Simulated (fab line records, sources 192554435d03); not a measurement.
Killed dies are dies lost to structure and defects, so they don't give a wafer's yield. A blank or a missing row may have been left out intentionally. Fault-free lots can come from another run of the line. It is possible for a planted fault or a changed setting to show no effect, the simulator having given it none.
The same fault as seen by 3 desks | flow n5Finfet | numbers are kept per desk, each desk with only its own; the story behind them comes last

## METROLOGY DESK
What the gauges read for every lot (on any tool): the sampled wafers with a number, averaged. Marked OUT: a lot whose mean sits more than 4 standard deviations from the usual mean, which makes it out of limits; the brackets give that distance.
Columns: A = cdNm at N5_BEOL_M14_CD_MEAS_10, usual 249.9 nm; B = cdNm at N5_BEOL_M14_CD_MEAS_28, usual 284.1 nm
lot  | first seen here | A     | B
L532 | day 12 13:28    | 249.0 | 284.7
L531 | day 12 16:16    | 249.5 | 284.4
L534 | day 13 17:13    | 248.2 | 282.2
L539 | day 13 22:57    | 249.2 | 282.2
L538 | day 13 23:29    | 250.5 | 285.0
L537 | day 14 07:18    | 250.9 | 283.9
L540 | day 15 01:26    | 251.4 | 284.2
L541 | day 15 07:17    | 250.2 | 282.2
L543 | day 16 06:02    | 250.0 | 283.5
L544 | day 16 09:15    | 249.1 | 286.2
L549 | day 18 20:31    | 249.8 | 285.0
L552 | day 19 06:31    | 249.8 | 282.3
This desk's verdict: no lot among the 12 shows anything out of limits.

## THE TOOL OWNER'S DESK: lithoTrack-01
The tool's own readings at N5_BEOL_M14_COAT_22 (resist thk 300 nm): means of the sampled wafers that have a number, for each lot that ran on this tool. Marked OUT: a lot whose mean sits more than 4 standard deviations from the usual mean, which makes it out of limits; the brackets give that distance.
Columns: A = chillPlateTempC at N5_BEOL_M14_COAT_22, usual 23.00 C; B = spinSpeedRpm at N5_BEOL_M14_COAT_22, usual 2888.0 rpm
lot  | first seen here | A     | B
L532 | day 12 14:04    | 23.01 | 2886.3
L539 | day 13 23:31    | 22.93 | 2888.4
L538 | day 14 00:20    | 23.10 | 2889.5
L537 | day 14 07:52    | 23.07 | 2885.7
L544 | day 16 09:49    | 23.00 | 2890.2
L549 | day 18 21:14    | 22.99 | 2705.8 (-79) OUT
L552 | day 19 07:25    | 22.99 | 2705.3 (-79) OUT
This desk's finding: out of limits on L549, L552; first on L549, day 18 21:14 (spinSpeedRpm at N5_BEOL_M14_COAT_22). Within limits: L532, L539, L538, L537, L544.

## THE DEFECT DESK
Per lot, the means of the sampled wafers with a number show what the inspections along the route counted. Marked OUT: a lot whose mean sits more than 4 standard deviations from the usual mean, which makes it out of limits; the brackets give that distance.
Columns: A = rawDefectCount at N5_BEOL_M13_INSPECT_55, usual 66
lot  | first seen here | A
L532 | day 12 12:49    | 63
L531 | day 12 15:44    | 42
L534 | day 13 16:34    | 53
L539 | day 13 22:17    | 67
L538 | day 13 22:49    | 64
L537 | day 14 06:38    | 83
L540 | day 15 00:53    | 92
L541 | day 15 06:46    | 61
L543 | day 16 05:23    | 65
L544 | day 16 08:43    | 70
L549 | day 18 19:59    | 59
L552 | day 19 05:50    | 49
This desk's verdict: no lot among the 12 shows anything out of limits.

## TAKEN TOGETHER
The tool owner's desk had the chance to raise an alarm at day 18 21:14 on L549, L552.
At the metrology desk, nothing out of limits was observed.
No out-of-limits result turned up at the defect desk.
The metrology desk has L549, L552 on record, within its limits.
The defect desk has L549, L552 on record, within its limits.
N5_BEOL_M14_COAT_22 was run on lithoTrack-01 by each of the lots named.

## WHAT WAS PUT IN BY THE SIMULATOR
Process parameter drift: lithoTrack-01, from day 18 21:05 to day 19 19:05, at N5_BEOL_M14_COAT_22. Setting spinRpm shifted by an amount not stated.
Struck lots among those shown: L549, L552.
Delay in hours, fault start to first out-of-limits reading, by desk: the tool owner's desk at 0.
